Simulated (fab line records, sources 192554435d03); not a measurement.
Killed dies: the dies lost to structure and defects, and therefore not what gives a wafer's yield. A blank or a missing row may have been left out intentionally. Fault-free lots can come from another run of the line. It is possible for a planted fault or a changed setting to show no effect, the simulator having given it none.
fab line records	flow n5-finfet
record lots=9	wafers=27	last-day=18
route steps=1938 shown BEOL_M0_SAQP@653 BEOL_M4@1111 PASSIVATION@1936
lots untouched by any fault: they come from a run of this same line in which no faults occurred
start-h: start of the lot's first displayed wafer, in hours after the record's first day	wait-h: hours elapsed since this lot's preceding step	" the same as in the row above	L1.1+2: a row that stands for several wafers	- no value, or no start given	* or withheld: withheld	< > ~ a bound
route shown NAME@n: NAME is a module with steps in the file, n the number in the route of the first one	usual: average and standard deviation across the fault-free wafers	same: alike in all rows	chamber/n: place in a boat	sites: readings site by site	_std_site: their standard deviation	_edge_site: mean of outer sites minus mean of inner sites	radius-mm: for every site, how far away it sits from the centre of the wafer	mask NAME#n: copy n	behind: the last tool/chamber to shape the wafer	hold: why the lot went on hold/how many hours it stayed there/how the hold came to an end	device: which transistor (n, p or np) failed to switch	end of line: tests of these same wafers at the route's end	for a step that has no rows: nothing shown but its recipe	killed: count of dies lost to structure and defects at first sort (not the wafer's yield)	map: per-die view of a wafer (x killed, . not killed, _ where there is no die)
set.NAME: the run value of the setting; set.NAME@STEP: its run value at that earlier step	model.NAME: the simulator's own value behind a step, which no gauge read
one table for each step of the route and one row for each wafer, over a sample of lots
services: when a tool's chamber went out of use (start-h, in hours from the record's first day, below 0 if earlier), for how many hours, and the reason
## steps
# step N5_BEOL_M0_SAQP_ETCH_83
# recipe chemistry=CF4	target=SiARC	target-depth-a=390	mask-material=CAR-ArF	time-s=65	ion-energy-ev=80	pressure-mtorr=40	source-w=545	bias-w=36	Ar_flow_sccm=100	cf4-flow-sccm=100	ends=cleared
# usual cf4-flow-sccm=100.0/0.31	drypump-motor-current-A=5.8/0.53	etch-rf-on-time-s=64.7/2.3	oes-product-au=0.65/0.069	rf-fwd-power-W=538.5/2.3	rf-vpp-V=184.1/1.2	showerhead-plenum-p-Torr=2.15/0.071	throttle-valve-pct=15.57/0.19
lot.wafer	tool	chamber	start-h	wait-h	cf4-flow-sccm	drypump-motor-current-A	etch-rf-on-time-s	oes-product-au	rf-fwd-power-W	rf-hours-counter-h	rf-vpp-V	showerhead-plenum-p-Torr	throttle-valve-pct
L538.4	rie-diel-02	1	106.06	0.0	100.6	5.1	64.4	0.61	540.4	204	185.1	2.21	15.48
L538.5	"	2	"	"	100.3	6.3	63.8	0.65	538.1	-	183.2	2.05	15.55
L538.6	"	3	"	"	100.0	6.5	69.2	0.61	538.0	-	183.2	2.14	15.64
L541.3	rie-diel-04	3	126.95	0.0	99.7	5.9	68.6	0.58	539.1	217	183.2	2.05	15.76
L541.4	"	2	"	"	100.3	4.9	63.7	0.63	538.4	189	183.7	2.22	15.65
L541.5	"	1	"	"	99.4	6.3	66.0	0.63	538.1	-	184.4	2.23	15.44
L542.1	rie-diel-06	2	132.97	0.0	99.8	6.2	63.0	0.79	536.0	19	183.3	2.10	15.61
L542.2	"	1	"	"	99.8	5.4	63.8	0.74	534.6	44	184.3	2.17	15.16
L542.4	"	3	"	"	99.6	5.2	63.3	0.64	536.6	157	182.2	2.04	15.50
L543.1	rie-diel-04	3	139.29	0.0	100.4	5.9	68.4	0.58	535.8	221	182.6	2.05	15.79
L543.3	"	0	"	"	99.8	5.3	66.4	0.64	533.7	139	185.1	2.22	15.61
L543.4	"	1	"	"	99.7	6.2	65.5	0.62	542.3	183	185.1	2.23	15.45
L552.1	rie-diel-06	1	196.09	0.0	99.9	5.4	65.3	0.71	536.3	64	183.8	2.16	15.20
L552.2	"	2	"	"	99.9	6.1	63.7	0.75	538.0	37	181.6	2.10	15.66
L552.5	"	3	"	"	100.0	5.2	63.4	0.63	536.2	-	183.5	2.04	15.54
L554.1	rie-diel-02	1	204.46	0.0	100.3	5.1	64.3	0.60	538.0	233	185.0	2.20	15.52
L554.4	"	3	"	"	100.1	6.5	70.3	0.58	537.8	197	184.2	2.13	15.69
L554.5	"	2	"	"	100.1	6.3	63.7	0.62	538.4	-	182.5	2.04	15.60
L558.3	rie-diel-06	3	229.54	0.0	99.7	5.2	63.8	0.61	536.5	184	183.6	2.03	15.55
L558.4	"	2	"	"	99.9	6.2	64.2	0.74	537.8	46	183.3	2.09	15.68
L558.6	"	1	"	"	99.9	5.4	65.9	0.68	534.8	-	184.8	2.16	15.22
L559.1	rie-diel-06	1	238.58	0.0	99.9	5.4	65.6	0.69	533.2	76	184.0	2.16	15.21
L559.5	"	0	"	"	99.6	5.9	64.8	0.61	539.9	-	186.0	2.20	15.87
L559.6	"	3	"	"	99.8	5.2	64.2	0.61	536.2	-	183.6	2.03	15.54
L561.3	rie-diel-06	0	247.07	0.0	100.0	5.9	65.1	0.60	540.0	215	185.9	2.20	15.89
L561.4	"	2	"	"	99.6	6.2	64.3	0.74	535.5	50	183.1	2.09	15.68
L561.6	"	3	"	"	99.8	5.2	64.3	0.61	535.5	-	182.8	2.03	15.53
# step N5_BEOL_M0_SAQP_MANDREL1_REMOVE_100
# recipe chemistry=HBr/Cl2/O2	bt-time-s=10	target=a-Si	stop-on=SiNx	endpoint=OES-SiCl	over-etch-frac=0.85	icp-w=600	bias-w=30	HBr_flow_sccm=150	Cl2_flow_sccm=80	O2_flow_sccm=5	pressure-mtorr=10
# usual drypump-motor-current-A=5.7/0.41	oes-product-au=0.998/0.019	throttle-valve-pct=36.9/0.48
# same bt-time-s=10
lot.wafer	tool	chamber	start-h	wait-h	drypump-motor-current-A	oes-product-au	rf-hours-counter-h	throttle-valve-pct
L538.4	rie-si-02	3	107.66	0.0	6.2	0.997	24	37.1
L538.5	"	3	"	"	6.2	1.010	-	37.1
L538.6	"	2	"	"	5.5	1.002	-	36.8
L541.3	rie-si-01	2	128.40	0.1	5.1	1.029	75	36.6
L541.4	"	0	"	"	5.2	0.992	97	36.4
L541.5	"	3	"	"	5.2	0.990	-	36.8
L542.1	rie-si-06	3	134.43	0.1	5.9	0.993	21	36.4
L542.2	"	0	"	"	5.2	0.973	103	36.7
L542.4	"	2	"	"	6.0	0.967	165	37.5
L543.1	rie-si-02	1	140.71	0.1	5.6	0.986	81	37.8
L543.3	"	3	"	"	6.2	0.988	25	37.1
L543.4	"	2	"	"	5.5	1.011	141	36.7
L552.1	rie-si-01	0	199.20	0.1	5.2	0.984	98	36.4
L552.2	"	1	"	"	6.6	0.993	139	37.2
L552.5	"	0	"	"	5.2	0.991	-	36.4
L554.1	rie-si-02	3	206.04	0.1	6.2	0.994	26	37.1
L554.4	"	1	"	"	5.6	0.995	82	37.8
L554.5	"	2	"	"	5.6	1.004	-	36.7
L558.3	rie-si-06	0	231.19	0.1	5.2	0.989	105	36.7
L558.4	"	1	"	"	5.9	0.997	132	36.1
L558.6	"	0	"	"	5.2	0.982	-	36.7
L559.1	rie-si-06	1	240.22	0.1	5.9	0.985	132	36.1
L559.5	"	3	"	"	5.9	0.988	-	36.4
L559.6	"	2	"	"	6.0	0.974	-	37.5
L561.3	rie-si-02	0	248.49	0.1	5.9	1.052	91	36.8
L561.4	"	2	"	"	5.5	1.014	143	36.8
L561.6	"	2	"	"	5.5	1.019	-	36.8
# step N5_BEOL_M0_SAQP_RECESS_104
# recipe chemistry=HF/NH3	target=SiO2	target-depth-a=180	afs-cycles=3	temp-c=30	sublimation-temp-c=180	sublimation-time-s=60
# usual drypump-motor-current-A=5.5/0.64
lot.wafer	tool	chamber	start-h	wait-h	drypump-motor-current-A
L538.4	vapor-etch-01	1	108.17	0.2	6.6
L538.5	"	1	"	"	6.7
L538.6	"	0	"	"	5.4
L541.3	vapor-etch-02	0	128.89	0.2	5.6
L541.4	"	1	"	"	4.8
L541.5	"	1	"	"	4.8
L542.1	vapor-etch-02	1	134.80	0.1	4.8
L542.2	"	0	"	"	5.7
L542.4	"	0	"	"	5.7
L543.1	vapor-etch-02	1	141.08	0.1	4.8
L543.3	"	0	"	"	5.6
L543.4	"	1	"	"	4.8
L552.1	vapor-etch-02	1	199.68	0.1	4.8
L552.2	"	0	"	"	5.6
L552.5	"	0	"	"	5.6
L554.1	vapor-etch-01	0	206.41	0.1	5.4
L554.4	"	1	"	"	6.7
L554.5	"	1	"	"	6.7
L558.3	vapor-etch-02	0	231.68	0.2	5.7
L558.4	"	1	"	"	4.8
L558.6	"	1	"	"	4.8
L559.1	vapor-etch-02	1	240.59	0.1	4.8
L559.5	"	0	"	"	5.6
L559.6	"	1	"	"	4.8
L561.3	vapor-etch-02	1	248.99	0.2	4.8
L561.4	"	0	"	"	5.6
L561.6	"	0	"	"	5.7
# step N5_BEOL_M0_SAQP_ETCH_107
# recipe chemistry=CH3F/O2	target=SiNx	target-depth-a=300	mask-material=SOC	pressure-mtorr=30	source-w=395	bias-w=73	Ar_flow_sccm=150	CH3F_flow_sccm=30	O2_flow_sccm=20	ion-energy-ev=120
# usual drypump-motor-current-A=5.8/0.5	oes_f_703_au=0.78/0.09	oes-product-au=0.78/0.086	rf-fwd-power-W=390.6/1.7	rf-vpp-V=294/7.1	showerhead-plenum-p-Torr=1.99/0.064	throttle-valve-pct=16.30/0.23
lot.wafer	tool	chamber	start-h	wait-h	drypump-motor-current-A	oes_f_703_au	oes-product-au	rf-fwd-power-W	rf-hours-counter-h	rf-vpp-V	showerhead-plenum-p-Torr	throttle-valve-pct
L538.4	rie-diel-06	0	108.56	0.0	5.9	0.72	0.74	392.0	174	306	2.07	16.53
L538.5	"	2	"	"	6.1	0.96	0.95	391.0	-	288	1.98	16.44
L538.6	"	1	"	"	5.4	0.85	0.88	389.4	-	293	2.03	15.90
L541.3	rie-diel-06	3	129.28	0.0	5.2	0.76	0.74	389.3	156	290	1.90	16.22
L541.4	"	2	"	"	6.2	0.94	0.92	392.2	18	291	1.97	16.44
L541.5	"	1	"	"	5.4	0.83	0.88	388.4	-	295	2.03	15.91
L542.1	rie-diel-06	3	135.31	0.0	5.2	0.53	0.69	294.8	158	330	1.90	16.21
L542.2	"	0	"	"	5.9	0.73	0.73	390.7	181	306	2.07	16.54
L542.4	"	1	"	"	5.4	0.83	0.87	387.9	45	294	2.03	15.92
L543.1	rie-diel-06	3	141.59	0.0	5.2	0.53	0.69	296.8	160	330	1.90	16.23
L543.3	"	1	"	"	5.4	0.83	0.87	388.5	47	294	2.03	15.91
L543.4	"	0	"	"	5.9	0.73	0.73	390.6	184	305	2.07	16.56
L552.1	rie-diel-04	1	200.19	0.0	6.2	0.73	0.72	391.0	203	299	2.07	16.14
L552.2	"	0	"	"	5.3	0.75	0.73	390.5	157	286	2.08	16.43
L552.5	"	2	"	"	4.9	0.75	0.72	390.4	-	290	2.05	16.29
L554.1	rie-diel-06	3	206.92	0.0	5.2	0.74	0.73	393.0	177	291	1.89	16.25
L554.4	"	2	"	"	6.2	0.91	0.88	391.0	40	289	1.97	16.48
L554.5	"	3	"	"	5.2	0.74	0.72	391.7	-	290	1.89	16.25
L558.3	rie-diel-02	3	232.07	0.0	6.5	0.68	0.69	392.9	205	289	1.99	16.47
L558.4	"	1	"	"	5.1	0.69	0.69	390.8	240	307	2.03	16.10
L558.6	"	0	"	"	6.4	0.98	0.94	393.3	-	297	2.03	15.90
L559.1	rie-diel-06	0	241.12	0.0	5.9	0.71	0.70	393.0	214	306	2.06	16.61
L559.5	"	3	"	"	5.2	0.74	0.71	391.6	-	290	1.89	16.27
L559.6	"	0	"	"	5.9	0.71	0.71	390.0	-	306	2.06	16.62
L561.3	rie-diel-06	0	249.37	0.0	5.9	0.71	0.71	392.1	216	306	2.06	16.62
L561.4	"	3	"	"	5.1	0.73	0.71	391.7	188	289	1.89	16.30
L561.6	"	2	"	"	6.1	0.88	0.85	390.9	-	290	1.96	16.52
# step N5_BEOL_M4_RC_MEAS_101
# usual DIBL_N=37.0/2.3	DIBL_P=37.3/2.8	IOFF_N=0.17/0.046	IOFF_P=0.23/0.054	ION_N=675/14	ION_P=460/9.3	SS_N=71.7/0.73	SS_P=73.6/0.95	VT_N=249/3.9	VT_P=-250/3.9
lot.wafer	tool	chamber	start-h	wait-h	DIBL_N[mV/V]	DIBL_P[mV/V]	IOFF_N[nA/um]	IOFF_P[nA/um]	ION_N[uA/um]	ION_P[uA/um]	SS_N[mV/dec]	SS_P[mV/dec]	VT_N[mV]	VT_P[mV]
L538.4	prober-02	0	167.30	0.5	40.3	40.9	0.23	0.31	680	471	72.2	74.8	243	-246
L538.5	"	0	"	"	37.1	35.4	0.15	0.21	676	464	71.3	73.7	251	-251
L538.6	"	0	"	"	43.8	44.8	0.36	0.42	712	478	73.7	76.2	240	-243
L541.3	prober-02	0	190.91	0.3	37.5	37.8	0.18	0.19	682	454	72.0	73.1	248	-252
L541.4	"	0	"	"	36.0	36.8	0.16	0.18	676	453	71.0	73.5	249	-254
L541.5	"	0	"	"	41.5	43.3	0.27	0.28	694	461	73.1	75.4	244	-246
L542.1	prober-01	0	193.90	0.0	36.7	38.7	0.17	0.26	681	475	70.8	74.1	248	-247
L542.2	"	0	"	"	36.7	36.8	0.16	0.21	671	459	71.5	72.5	251	-251
L542.4	"	0	"	"	36.5	38.3	0.16	0.25	679	473	71.2	73.6	251	-247
L543.1	prober-01	0	201.22	0.0	36.5	38.2	0.19	0.25	691	469	72.1	73.1	246	-247
L543.3	"	0	"	"	34.8	36.0	0.14	0.21	653	455	71.9	71.4	251	-248
L543.4	"	0	"	"	40.1	43.2	0.28	0.37	701	483	72.7	74.5	242	-242
L552.1	prober-01	0	280.83	0.0	34.0	32.0	0.10	0.16	656	456	70.8	72.3	256	-253
L552.2	"	0	"	"	40.2	40.6	0.21	0.31	663	458	73.1	74.7	250	-247
L552.5	"	0	"	"	38.4	38.3	0.18	0.26	656	453	73.0	74.2	247	-249
L554.1	prober-01	0	285.46	0.0	39.3	41.4	0.23	0.26	687	465	72.8	74.4	246	-248
L554.4	"	0	"	"	41.2	44.0	0.28	0.32	704	470	73.7	75.4	241	-245
L554.5	"	0	"	"	36.0	36.5	0.16	0.19	681	456	71.7	73.3	248	-253
L558.3	prober-01	0	302.09	0.3	38.3	39.4	0.20	0.24	673	456	71.8	73.6	247	-251
L558.4	"	0	"	"	36.8	38.0	0.17	0.21	671	455	72.3	72.9	250	-252
L558.6	"	0	"	"	37.2	38.0	0.18	0.22	666	455	71.8	73.7	248	-250
L559.1	prober-01	0	308.46	0.0	37.8	36.6	0.16	0.20	677	459	71.3	73.3	250	-256
L559.5	"	0	"	"	38.4	36.6	0.16	0.21	656	444	71.8	72.9	253	-252
L559.6	"	0	"	"	40.4	38.7	0.22	0.24	668	451	72.2	73.2	247	-253
L561.3	prober-01	0	318.13	0.3	37.3	38.5	0.16	0.18	675	450	72.0	74.2	252	-257
L561.4	"	0	"	"	37.0	38.7	0.17	0.18	675	449	71.9	73.9	251	-256
L561.6	"	0	"	"	33.1	34.3	0.10	0.13	656	445	70.3	72.1	256	-258
# step N5_PASSIVATION_PROBE_49
# usual defect-limited-yield=91.5/1.3	killed_at_M0_to_M3=36/10	killed_at_M4_up=13/4.7	killed-at-contacts=13/6.7	killed-at-front-end=37/9.7	killed-at-other=2.6/2.3	killed-dies=101/15	killed-on-rim=14/4.3	killed-open=67/12	killed-short=32/6.7	sort_bin_4_leakage=0.0/0.31	sort_bin_5_function=5.0/0.89	sort_bin_6_memory=3.2/0.63	sort_bin_8_speed=0.01/0.03	sort-n-pass=1079/16	sort-yield-pct=91.4/1.4
# same gross-dies=1180	killed-at-back-side=0
lot.wafer	tool	chamber	start-h	wait-h	defect-limited-yield[%]	killed_at_M0_to_M3	killed_at_M4_up	killed-at-contacts	killed-at-front-end	killed-at-other	killed-dies	killed-on-rim	killed-open	killed-short	sort_bin_4_leakage[%]	sort_bin_5_function[%]	sort_bin_6_memory[%]	sort_bin_8_speed[%]	sort-n-pass	sort-yield-pct[%]
L541.3	prober-01	-	294.08	0.1	92.6	29	15	8	23	12	87	12	55	32	0	3.7	3.1	0	1093	92.6
L541.4	prober-01	-	294.13	0.2	89.1	41	33	1	50	4	129	21	88	41	0	6.4	4.4	0	1051	89.1
L541.5	prober-01	-	294.18	0.2	92.2	34	14	7	28	9	92	9	58	34	0	4.8	2.5	0	1088	92.2
L552.1	prober-01	-	386.66	0.0	88.9	42	5	41	41	2	131	20	94	37	0	7.1	3.6	0	1049	88.9
L552.2	prober-01	-	386.71	0.1	90.6	44	12	19	34	2	111	18	78	28	0	5.4	3.4	0.08	1069	90.6
L552.5	prober-01	-	386.86	0.2	88.6	59	12	18	43	2	134	23	90	41	0	6.5	4.1	0	1046	88.6
L554.1	prober-01	-	398.61	0.0	91.6	31	16	10	40	2	99	14	65	34	0	4.6	3.2	0	1081	91.6
L554.4	prober-01	-	398.76	0.2	91.9	35	16	9	35	1	96	15	67	28	0	4.9	2.8	0	1084	91.9
L554.5	prober-01	-	398.81	0.2	92.3	21	12	9	43	6	91	17	52	36	0	3.6	3.4	0	1089	92.3
# killed by level:class
L541.3 FIN_SAQP:geometric-particle:open=9 BEOL_M0_SAQP:geometric-particle:short=8 MOL_CONTACT_COAG:geometric-particle:open=7 BEOL_M0_SAQP:geometric-particle:open=6 FIN_SAQP:geometric-particle:short=5 BEOL_M2:geometric-particle:open=5 BEOL_M5:geometric-particle:open=4 BEOL_M1:geometric-particle:open=4
L541.4 FIN_SAQP:geometric-particle:short=16 BEOL_M4:geometric-particle:open=15 FIN_SAQP:geometric-particle:open=11 BEOL_M1:geometric-particle:open=10 BEOL_M2:geometric-particle:open=8 BEOL_M0_SAQP:geometric-particle:short=7 DUMMY_GATE:geometric-particle:open=5 BEOL_M5:geometric-particle:open=5
L541.5 BEOL_M0_SAQP:geometric-particle:open=12 FIN_SAQP:geometric-particle:open=9 BEOL_M0_SAQP:geometric-particle:short=8 BEOL_M4:geometric-particle:open=7 STARTING-WAFER:geometric-particle:short=5 FIN_SAQP:geometric-particle:short=4 MOL_CONTACT_COAG:geometric-particle:open=4 DUMMY_GATE:geometric-particle:open=3
L552.1 MOL_CONTACT_COAG:geometric-particle:open=30 BEOL_M1:geometric-particle:open=13 MOL_CONTACT_COAG:geometric-particle:short=11 BEOL_M2:geometric-particle:open=10 FIN_SAQP:geometric-particle:open=9 STI_FIN_REVEAL:geometric-particle:open=9 BEOL_M0:geometric-particle:open=5 FIN_SAQP:geometric-particle:short=4
L552.2 MOL_CONTACT_COAG:geometric-particle:open=15 FIN_SAQP:geometric-particle:open=10 BEOL_M2:geometric-particle:open=10 BEOL_M1:geometric-particle:open=9 BEOL_M0_SAQP:geometric-particle:short=8 FIN_SAQP:geometric-particle:short=6 BEOL_M5:geometric-particle:open=5 MOL_CONTACT_COAG:geometric-particle:short=4
L552.5 BEOL_M2:geometric-particle:open=14 MOL_CONTACT_COAG:geometric-particle:open=13 BEOL_M0_SAQP:geometric-particle:short=13 BEOL_M0_SAQP:geometric-particle:open=13 FIN_SAQP:geometric-particle:open=9 FIN_SAQP:geometric-particle:short=8 BEOL_M3:geometric-particle:open=7 BEOL_M4:geometric-particle:open=7
L554.1 BEOL_M0_SAQP:geometric-particle:open=11 MOL_CONTACT_COAG:geometric-particle:open=9 BEOL_M0_SAQP:geometric-particle:short=9 BEOL_M4:geometric-particle:open=7 GATE_CUT:geometric-particle:short=6 BEOL_M1:geometric-particle:open=6 FIN_SAQP:geometric-particle:open=5 FIN_SAQP:geometric-particle:short=5
L554.4 BEOL_M2:geometric-particle:open=12 FIN_SAQP:geometric-particle:open=8 MOL_CONTACT_COAG:geometric-particle:open=8 FIN_SAQP:geometric-particle:short=7 STI_FIN_REVEAL:geometric-particle:open=7 BEOL_M1:geometric-particle:open=6 BEOL_M0_SAQP:geometric-particle:open=5 BEOL_M0_SAQP:geometric-particle:short=5
L554.5 FIN_SAQP:geometric-particle:open=12 FIN_SAQP:geometric-particle:short=8 BEOL_M0_SAQP:geometric-particle:short=6 STI_FIN_REVEAL:geometric-particle:open=5 GATE_CUT:geometric-particle:short=5 MOL_CONTACT_COAG:geometric-particle:open=5 MOL_CONTACT_COAG:geometric-particle:short=4 BEOL_M0_SAQP:geometric-particle:open=4
## services
tool	chamber	start-h	hours	kind
rie-si-06	0	89.52	1.2	repair
rie-diel-04	2	105.53	3.5	repair
rie-diel-02	0	133.14	-	clean
rie-diel-02	0	133.14	-	consumable-replace:focus-ring
rie-diel-02	0	133.14	16.0	scheduled-down
rie-diel-02	0	133.14	16.0	vent-cycle
rie-si-01	1	133.49	2.0	repair
rie-diel-04	2	140.05	19.5	repair
rie-si-02	-	146.73	2.8	pm
vapor-etch-01	-	151.30	2.8	pm
rie-si-01	3	161.33	11.2	repair
rie-si-02	3	170.94	14.0	repair
rie-si-06	-	171.15	0.3	repair
rie-diel-04	3	180.80	1.6	repair
rie-si-01	2	188.42	3.4	repair
rie-si-02	-	215.55	1.0	repair
rie-diel-02	1	222.31	5.3	repair
rie-diel-04	3	237.79	-	clean
rie-diel-04	3	237.79	-	consumable-replace:focus-ring
rie-diel-04	3	237.79	-	consumable-replace:showerhead
rie-diel-04	3	237.79	23.2	scheduled-down
rie-diel-04	3	237.79	23.2	vent-cycle
## key
first-sign step=N5_BEOL_M0_SAQP_ETCH_107	reading=rf-fwd-power-W	direction=down	sigmas=57	usual=*	struck=*
effect step=N5_BEOL_M0_SAQP_ETCH_107	reading=rf-vpp-V	direction=up	sigmas=5.1	usual=294	struck=330
met-at N5_BEOL_M0_SAQP_ETCH_107
struck-lots L542,L543
struck-wafers L542.1,L543.1
not-acting-at N5_BEOL_M0_SAQP_ETCH_83,N5_BEOL_M0_SAQP_MANDREL1_REMOVE_100,N5_BEOL_M0_SAQP_RECESS_104
onset-between 129.28 135.31
fault kind=process-parameter-drift	tool=rie-diel-06	chamber=3	onset-h=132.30	steps=N5_BEOL_M0_SAQP_ETCH_107	channel=source-w	offset=-94.8	shape=step	end-h=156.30	acts-in=these-recipes-only	stated=395
